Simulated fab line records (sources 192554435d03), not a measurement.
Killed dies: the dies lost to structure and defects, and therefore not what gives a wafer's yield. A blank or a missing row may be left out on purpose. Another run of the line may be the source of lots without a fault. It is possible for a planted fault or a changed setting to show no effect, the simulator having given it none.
Split-lot study | flow n5-finfet | on a route of 1938 steps: 7 lots, 39 wafers read

## THE SPLIT
At N5_FIN_SAQP_PECVD_06 (deposits a-Si from SiH4/He, target thk 60 nm, time 48.1 s), the setting time-s was moved away from the recipe's 48.1 s on 12 of the 39 wafers read, by -40.9% to +46.0%. This setting was run at the recipe's value on the other wafers.

## FROM THE SPLIT TO THE READING: what the file shows between them, 7 steps
- N5_FIN_SAQP_THK_MEAS_07
- N5_FIN_SAQP_HM_DEP_72: deposits SiO2 from SiH4/N2O, target thk 12 nm, time 7.2 s
- N5_FIN_SAQP_COAT_49: time 60 s, resist thk 100 nm
- N5_FIN_SAQP_ETCH_52: etches SOC in N2/H2, target depth 100 nm, overetch 20 nm, time 150 s
- N5_FIN_SAQP_STRIP_53: strips in N2/H2
- N5_FIN_SAQP_HM_OPEN_73: chemistry CHF3/O2, target SiO2, stops on a-Si, target depth 12 nm, time 16.8 s
- N5_FIN_SAQP_STRIP_74: strips in CHF3/O2

## THE READING
oes-product-au, in a.u., at N5_FIN_SAQP_MANDREL_ETCH_22 (etches a-Si in HBr/Cl2, stops on SiNx, target depth 60 nm, bt time 10 s, time 30 s). Typical for fault-free wafers on this fab line: 0.775 a.u., with standard deviation 0.015 a.u.

wafer  | tool, chamber at the split | time-s as run, s | against the recipe | oes-product-au, a.u. | against lot-mates on the recipe
L075.1 | pecvd-02, 0                | 48.1             | recipe             | 0.770                | -
L075.2 | pecvd-02, 2                | 28.45            | -40.9%             | 0.584                | -0.178
L075.3 | pecvd-02, 1                | 28.45            | -40.9%             | 0.570                | -0.192
L075.4 | pecvd-02, 1                | 48.1             | recipe             | 0.742                | -
L075.5 | pecvd-02, 0                | 48.1             | recipe             | 0.773                | -
L075.6 | pecvd-02, 2                | 28.45            | -40.9%             | 0.586                | -0.176
L079.1 | pecvd-03, 0                | 48.1             | recipe             | 0.778                | -
L079.2 | pecvd-03, 2                | 48.1             | recipe             | 0.747                | -
L079.3 | pecvd-03, 1                | 48.1             | recipe             | 0.771                | -
L079.4 | pecvd-03, 2                | 48.1             | recipe             | 0.788                | -
L079.5 | pecvd-03, 1                | 48.1             | recipe             | 0.777                | -
L079.6 | pecvd-03, 0                | 48.1             | recipe             | 0.769                | -
L088.1 | pecvd-03, 0                | 37.74            | -21.5%             | 0.685                | -0.096
L088.2 | pecvd-03, 2                | 48.1             | recipe             | 0.778                | -
L088.3 | pecvd-03, 0                | 37.74            | -21.5%             | 0.660                | -0.121
L088.4 | pecvd-03, 2                | 48.1             | recipe             | 0.784                | -
L088.5 | pecvd-03, 2                | 37.74            | -21.5%             | 0.686                | -0.095
L088.6 | pecvd-03, 0                | 48.1             | recipe             | 0.780                | -
L089.1 | pecvd-03, 1                | 48.1             | recipe             | 0.790                | -
L089.2 | pecvd-03, 0                | 70.22            | +46.0%             | 0.973                | +0.184
L089.3 | pecvd-03, 2                | 48.1             | recipe             | 0.776                | -
L089.4 | pecvd-03, 0                | 70.22            | +46.0%             | 1.000                | +0.211
L089.5 | pecvd-03, 1                | 48.1             | recipe             | 0.802                | -
L089.6 | pecvd-03, 2                | 70.22            | +46.0%             | 1.001                | +0.212
L091.1 | pecvd-03, 0                | 48.1             | recipe             | 0.786                | -
L091.4 | pecvd-03, 0                | 48.1             | recipe             | 0.783                | -
L091.6 | pecvd-03, 1                | 48.1             | recipe             | 0.797                | -
L094.1 | pecvd-03, 2                | 48.1             | recipe             | 0.767                | -
L094.2 | pecvd-03, 0                | 35.47            | -26.3%             | 0.617                | -0.150
L094.3 | pecvd-03, 1                | 48.1             | recipe             | 0.768                | -
L094.4 | pecvd-03, 0                | 35.47            | -26.3%             | 0.648                | -0.119
L094.5 | pecvd-03, 1                | 35.47            | -26.3%             | 0.626                | -0.141
L094.6 | pecvd-03, 2                | 48.1             | recipe             | 0.767                | -
L095.1 | pecvd-02, 0                | 48.1             | recipe             | 0.775                | -
L095.2 | pecvd-02, 2                | 48.1             | recipe             | 0.755                | -
L095.3 | pecvd-02, 1                | 48.1             | recipe             | 0.791                | -
L095.4 | pecvd-02, 1                | 48.1             | recipe             | 0.785                | -
L095.5 | pecvd-02, 2                | 48.1             | recipe             | 0.758                | -
L095.6 | pecvd-02, 0                | 48.1             | recipe             | 0.782                | -

THE FIT
A straight line over all 39 wafers: oes-product-au changes by +0.00482 a.u. for each +1% of time-s; r = +0.99; the points scatter about the line by 0.015 a.u.
The same after taking each lot's own level away (the mean of its wafers on the recipe; 39 wafers): +0.00455 a.u. for each +1%; r = +0.99; scatter 0.012 a.u.
Per that fit: largest time-s move, reading shift of 0.21 a.u.
Measured against the standard deviation above, the lots' own levels, which go from 0.7617 to 0.7893 a.u., span 1.8 times it.
The two slopes agree, so the slope changes little with the lot-to-lot level.
Check: with one of the wafers moved furthest among these (+46.0%) left out of the fit, the line predicts +0.213 a.u. for it against its lot-mates. It came out at +0.184 a.u. against them.

## THE WHOLE CHAIN: every reading that the file lists as answering this split, in the file's order
step                        | what it does                                                                       | reading                                                                           | change (the file's fit)                   | r (the file's)
N5_FIN_SAQP_PECVD_06        | deposits a-Si from SiH4/He, target thk 60 nm, time 48.1 s                          | a-Si_of_FIN_SAQP_PECVD_06.thk-nm (the simulator's own value, which no gauge read) | +0.606 nm for each +1% of the setting     | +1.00
N5_FIN_SAQP_THK_MEAS_07     |                                                                                    | thk-nm                                                                            | withheld for each +1% of the setting      | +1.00
N5_FIN_SAQP_HM_OPEN_73      | chemistry CHF3/O2, target SiO2, stops on a-Si, target depth 12 nm, time 16.8 s     | a-Si_of_FIN_SAQP_PECVD_06.thk-nm (the simulator's own value, which no gauge read) | +0.605 nm for each +1% of the setting     | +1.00
N5_FIN_SAQP_MANDREL_ETCH_22 | etches a-Si in HBr/Cl2, stops on SiNx, target depth 60 nm, bt time 10 s, time 30 s | oes-product-au                                                                    | +0.00457 a.u. for each +1% of the setting | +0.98
N5_FIN_SAQP_MANDREL_ETCH_22 | etches a-Si in HBr/Cl2, stops on SiNx, target depth 60 nm, bt time 10 s, time 30 s | etch.depth-nm (the simulator's own value, which no gauge read)                    | +0.603 nm for each +1% of the setting     | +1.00

## FILE'S OWN FIT
oes-product-au changes by +0.00457 a.u. for each +1% of time-s, r = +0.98.
